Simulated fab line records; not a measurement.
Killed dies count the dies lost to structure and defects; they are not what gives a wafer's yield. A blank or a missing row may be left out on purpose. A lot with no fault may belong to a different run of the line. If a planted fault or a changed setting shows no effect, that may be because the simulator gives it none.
fab line records	flow n5-finfet
record lots=7	wafers=39
route steps=1938 shown FIN_SAQP@96 STI_FIN_REVEAL@190 SD_EPI_P@321 DUMMY_REMOVAL@382 HKMG_FIN@435 GATE_CUT@467 BEOL_M4@1111
start-h: the number of hours between the record's first day and the start of the first shown wafer of the lot	wait-h: hours elapsed since this lot's preceding step	" repeats the value in the row above	L1.1+2: one row covering several wafers at once	- no value, or no start was given	* or withheld: withheld	< > ~ a bound
route shown NAME@n: NAME is a module with steps in the file, n the number in the route of the first one	usual: mean/standard deviation taken from wafers without a fault	same: alike in all rows	chamber/n: place in a boat	sites: readings site by site	_std_site: the standard deviation of these	_edge_site: mean of outer sites minus mean of inner sites	radius-mm: how far each site lies from the wafer's centre	mask NAME#n: copy n	behind: the tool/chamber that last shaped the wafer	hold: the reason the lot was held/the length of the hold in hours/how it ended	device: the transistor (n, p or np) that didn't switch	end of line: at the end of the route, the tests of the same wafers	where a step has no rows: the recipe by itself	killed: count of dies lost to structure and defects at first sort (not the wafer's yield)	map: dies across one wafer; x = killed, . = not, _ = none there
set.NAME: the setting the step ran with; set.NAME@STEP: the setting that earlier step ran with	model.NAME: the simulator's own value behind a step, which no gauge read
one table per step and one row per wafer, for lots whose settings were changed on purpose
## steps
# step N5_FIN_SAQP_HM_DEP_03
# recipe material=SiNx	target-thk-a=380	temp-c=400	precursor=SiH4/NH3/N2	pressure-torr=1.5	rf-w=300	time-s=33.6
# step N5_STI_FIN_REVEAL_ETCHBACK_08
# recipe chemistry=C4F6/O2	target=SiO2	target-depth-a=305	time-s=10.167	ion-energy-ev=250	pressure-mtorr=30	source-w=345	bias-w=185	Ar_flow_sccm=300	C4F6_flow_sccm=10	O2_flow_sccm=10
# step N5_SD_EPI_P_EPI_21
# recipe material=SiGe:B	dopant=B	temp-c=550	pressure-torr=20	ambient=H2	time-s=355
# step N5_DUMMY_REMOVAL_PRECLEAN_08
# recipe chemistry=NF3:NH3	afs-cycles=2	temp-c=30	time-s=20	sublimation-temp-c=180	sublimation-time-s=60	pressure-torr=3	rf-power-w=30
# step N5_HKMG_FIN_ETCH_32
# recipe chemistry=N2/H2	target=SOC	target-depth-a=2400	temp-c=40	time-s=300	ion-energy-ev=200	mask-material=SiARC	pressure-mtorr=30	source-w=840	bias-w=150	n2-flow-sccm=200	h2-flow-sccm=200
# step N5_HKMG_FIN_NWFM_ALD_20
# recipe material=TiAlC	target-thk-a=20	temp-c=300	ald-precursor-family=TiCl4	ald-co-reactant=TEA	pulse-time-s=3	purge-time-s=2	co-reactant-purge-time-s=2	co-reactant-pulse-time-s=10	ald-cycles=7	pressure-torr=3
# step N5_GATE_CUT_ETCHBACK_30
# recipe chemistry=Cl2/Ar	target=TiN	target-depth-a=30	mode=isotropic	pressure-mtorr=10	icp-w=600	bias-w=60	Cl2_flow_sccm=40	Ar_flow_sccm=60
# step N5_BEOL_M4_RC_MEAS_101
# usual IOFF_N_LONG=5.53e-05/2.6e-06	ION_N=668/11	ION_P=455/7.2	REXT_P=100.3/2.6	RS_SD_P=66.4/1.2	SS_N=71.5/0.65	VT_N=251/3.6	VT_N_LONG=275.0/2	VT_N_LVT=99/3.5	VT_P_LVT=-100.2/2.7
lot.wafer	tool	chamber	start-h	wait-h	set.target-thk-a@FIN_SAQP_HM_DEP_03	set.target-depth-a@STI_FIN_REVEAL_ETCHBACK_08	set.time-s@SD_EPI_P_EPI_21	set.afs-target-nm@DUMMY_REMOVAL_PRECLEAN_08	set.source-w@HKMG_FIN_ETCH_32	set.ald-cycles@HKMG_FIN_NWFM_ALD_20	set.target-depth-a@GATE_CUT_ETCHBACK_30	IOFF_N_LONG[nA/um]	ION_N[uA/um]	ION_P[uA/um]	REXT_P[ohm.um]	RS_SD_P[ohm/sq]	SS_N[mV/dec]	VT_N[mV]	VT_N_LONG[mV]	VT_N_LVT[mV]	VT_P_LVT[mV]
L074.1	prober-01	0	190.02	0.0	425.3	305	423.8	1.5	713.2	7	30	5.53e-05	669	459	97.5	59.6	70.7	248	274.0	98	-96.4
L074.2	"	0	"	"	380	305	423.8	1.5	840	7	30	5.52e-05	671	467	95.3	60.0	70.7	249	274.5	99	-95.5
L074.3	"	0	"	"	380	305	355	1.5	713.2	7	31.49	5.63e-05	662	458	98.6	67.6	70.9	254	272.7	102	-101.9
L074.4	"	0	"	"	425.3	305	355	1.5	840	7	30	5.5e-05	661	458	96.4	66.9	70.0	252	270.7	101	-100.0
L074.5	"	0	"	"	380	305	423.8	1.5	713.2	7	31.49	5.69e-05	660	456	96.7	59.5	70.6	253	273.9	100	-98.9
L074.6	"	0	"	"	425.3	305	355	1.5	840	7	31.49	5.53e-05	672	456	97.7	66.8	70.9	251	275.3	98	-98.5
L076.1	prober-01	0	198.55	0.0	380	305	306.5	1.291	840	8	30	9.62e-05	704	430	107.6	72.6	71.3	233	254.6	82	-110.0
L076.2	"	0	"	"	380	284.8	355	1.291	840	7	30	5.89e-05	649	437	103.3	67.2	72.1	254	273.9	100	-102.5
L076.3	"	0	"	"	363.6	305	355	1.5	840	7	30	5.81e-05	648	445	102.8	67.0	71.2	251	272.4	101	-102.5
L076.4	"	0	"	"	363.6	284.8	306.5	1.5	840	8	28.31	9.5e-05	680	424	107.3	73.0	72.6	236	254.1	82	-109.3
L076.5	"	0	"	"	363.6	305	306.5	1.291	840	7	28.31	5.89e-05	656	433	108.3	74.0	72.0	250	273.7	98	-105.2
L076.6	"	0	"	"	380	284.8	355	1.5	840	8	28.31	9.62e-05	680	432	103.1	67.3	71.1	236	254.0	85	-108.7
L077.1	prober-02	0	226.65	0.0	380	305	395.4	1.687	840	7	27.55	5.73e-05	684	466	98.4	59.8	71.3	242	276.4	91	-95.4
L077.2	"	0	"	"	363	275.9	395.4	1.5	840	7	27.55	5.57e-05	648	443	101.5	61.0	76.2	245	274.0	92	-94.2
L077.3	"	0	"	"	363	275.9	395.4	1.687	840	6	30	3.53e-05	594	450	99.6	60.6	74.1	275	298.2	118	-90.9
L077.4	"	0	"	"	363	305	355	1.5	840	6	27.55	3.53e-05	627	462	101.5	66.1	71.7	269	297.7	115	-91.7
L077.5	"	0	"	"	380	305	355	1.687	840	7	30	5.58e-05	676	458	100.3	64.8	71.3	251	275.9	96	-99.3
L077.6	"	0	"	"	380	275.9	355	1.5	840	6	30	3.54e-05	588	440	101.4	65.2	78.4	274	299.2	120	-94.3
L085.1	prober-02	0	292.04	0.0	380	305	355	1.5	840	7	30	5.92e-05	653	449	95.7	65.7	71.0	254	270.8	99	-101.5
L085.3	"	0	"	"	380	305	355	1.5	840	7	30	5.9e-05	657	449	95.7	65.5	70.3	254	270.5	98	-103.1
L085.4	"	0	"	"	380	305	355	1.5	840	7	30	5.84e-05	653	451	96.4	65.4	70.8	254	272.2	99	-101.8
L090.1	prober-01	0	308.32	0.0	380	292.3	355	1.717	892	6	26.7	3.66e-05	609	462	98.2	66.7	71.4	271	298.0	118	-90.4
L090.2	"	0	"	"	408.2	292.3	355	1.5	892	7	26.7	5.66e-05	644	440	101.3	66.9	71.3	253	275.7	99	-98.8
L090.3	"	0	"	"	380	305	355	1.5	840	6	30	3.59e-05	624	473	99.1	67.4	70.8	272	299.4	117	-89.4
L090.4	"	0	"	"	408.2	292.3	380.2	1.717	840	7	30	5.72e-05	651	447	99.7	64.9	71.5	252	273.3	100	-97.1
L090.5	"	0	"	"	380	305	380.2	1.717	892	7	30	5.7e-05	661	453	98.8	65.8	71.1	249	277.0	98	-96.0
L090.6	"	0	"	"	408.2	305	380.2	1.5	840	6	26.7	3.58e-05	616	472	98.1	63.9	70.9	274	297.4	121	-90.4
L091.1	prober-01	0	322.67	0.0	380	305	297.4	1.5	701.8	7	30	5.49e-05	665	442	107.7	75.2	71.6	250	275.3	97	-104.9
L091.2	"	0	"	"	380	265.1	355	1.5	840	7	30	5.22e-05	633	433	105.5	66.2	73.6	250	277.2	96	-97.6
L091.3	"	0	"	"	380	305	355	1.5	701.8	7	30	5.58e-05	682	458	104.6	68.1	71.9	245	271.8	93	-99.6
L091.4	"	0	"	"	380	265.1	355	1.5	701.8	7	33.57	5.14e-05	623	430	105.9	67.8	74.5	249	275.4	99	-100.5
L091.5	"	0	"	"	380	305	297.4	1.5	840	7	33.57	5.41e-05	677	452	106.8	74.7	71.7	247	274.9	95	-103.0
L091.6	"	0	"	"	380	265.1	297.4	1.5	840	7	33.57	5.33e-05	639	422	110.1	74.9	76.9	248	278.0	95	-102.6
L096.1	prober-02	0	333.71	0.0	349.9	305	392.6	1.5	758.5	7	30	4.97e-05	665	449	99.6	61.2	70.6	258	279.4	101	-103.4
L096.2	"	0	"	"	349.9	305	355	1.5	840	7	26.96	4.99e-05	668	444	101.2	66.4	71.7	254	279.2	98	-102.6
L096.3	"	0	"	"	380	305	355	1.5	758.5	7	30	5e-05	643	437	101.2	66.3	70.9	258	276.6	103	-107.2
L096.4	"	0	"	"	380	305	392.6	1.5	758.5	7	26.96	4.88e-05	665	453	98.1	61.7	71.9	252	279.2	97	-100.5
L096.5	"	0	"	"	380	305	355	1.5	840	7	30	4.94e-05	644	437	99.3	64.9	71.8	260	276.9	106	-106.6
L096.6	"	0	"	"	349.9	305	392.6	1.5	840	7	26.96	4.96e-05	662	447	99.1	62.1	71.6	256	277.7	101	-102.8
## key
split step=N5_FIN_SAQP_HM_DEP_03	setting=target-thk-a	stated-as=380
response none clear
split step=N5_STI_FIN_REVEAL_ETCHBACK_08	setting=target-depth-a	stated-as=305
response step=N5_BEOL_M4_RC_MEAS_101	reading=ION_N	slope=+3.49	per=1%	together-with=all	explained=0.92
response step=N5_BEOL_M4_RC_MEAS_101	reading=ION_P	slope=+1.96	per=1%	together-with=all	explained=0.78
response step=N5_BEOL_M4_RC_MEAS_101	reading=SS_N	slope=-0.302	per=1%	together-with=all	explained=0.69
split step=N5_SD_EPI_P_EPI_21	setting=time-s	stated-as=355
response step=N5_BEOL_M4_RC_MEAS_101	reading=RS_SD_P	slope=-0.419	per=1%	together-with=all	explained=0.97
response step=N5_BEOL_M4_RC_MEAS_101	reading=REXT_P	slope=-0.172	per=1%	together-with=all	explained=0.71
response step=N5_BEOL_M4_RC_MEAS_101	reading=VT_P_LVT	slope=+0.217	per=1%	together-with=all	explained=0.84
split step=N5_DUMMY_REMOVAL_PRECLEAN_08	setting=afs-target-nm	stated-as=1.5
response none clear
split step=N5_HKMG_FIN_ETCH_32	setting=source-w	stated-as=840
response none clear
split step=N5_HKMG_FIN_NWFM_ALD_20	setting=ald-cycles	stated-as=7
response step=N5_BEOL_M4_RC_MEAS_101	reading=VT_N_LONG	slope=-1.5	per=1%	together-with=all	explained=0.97
response step=N5_BEOL_M4_RC_MEAS_101	reading=VT_N_LVT	slope=-1.46	per=1%	together-with=all	explained=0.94
response step=N5_BEOL_M4_RC_MEAS_101	reading=VT_N	slope=-1.54	per=1%	together-with=all	explained=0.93
response step=N5_BEOL_M4_RC_MEAS_101	reading=IOFF_N_LONG	slope=+1.84e-06	per=1%	together-with=all	explained=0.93
response step=N5_BEOL_M4_RC_MEAS_101	reading=ION_N	slope=+3.34	per=1%	together-with=all	explained=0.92
split step=N5_GATE_CUT_ETCHBACK_30	setting=target-depth-a	stated-as=30
response none clear
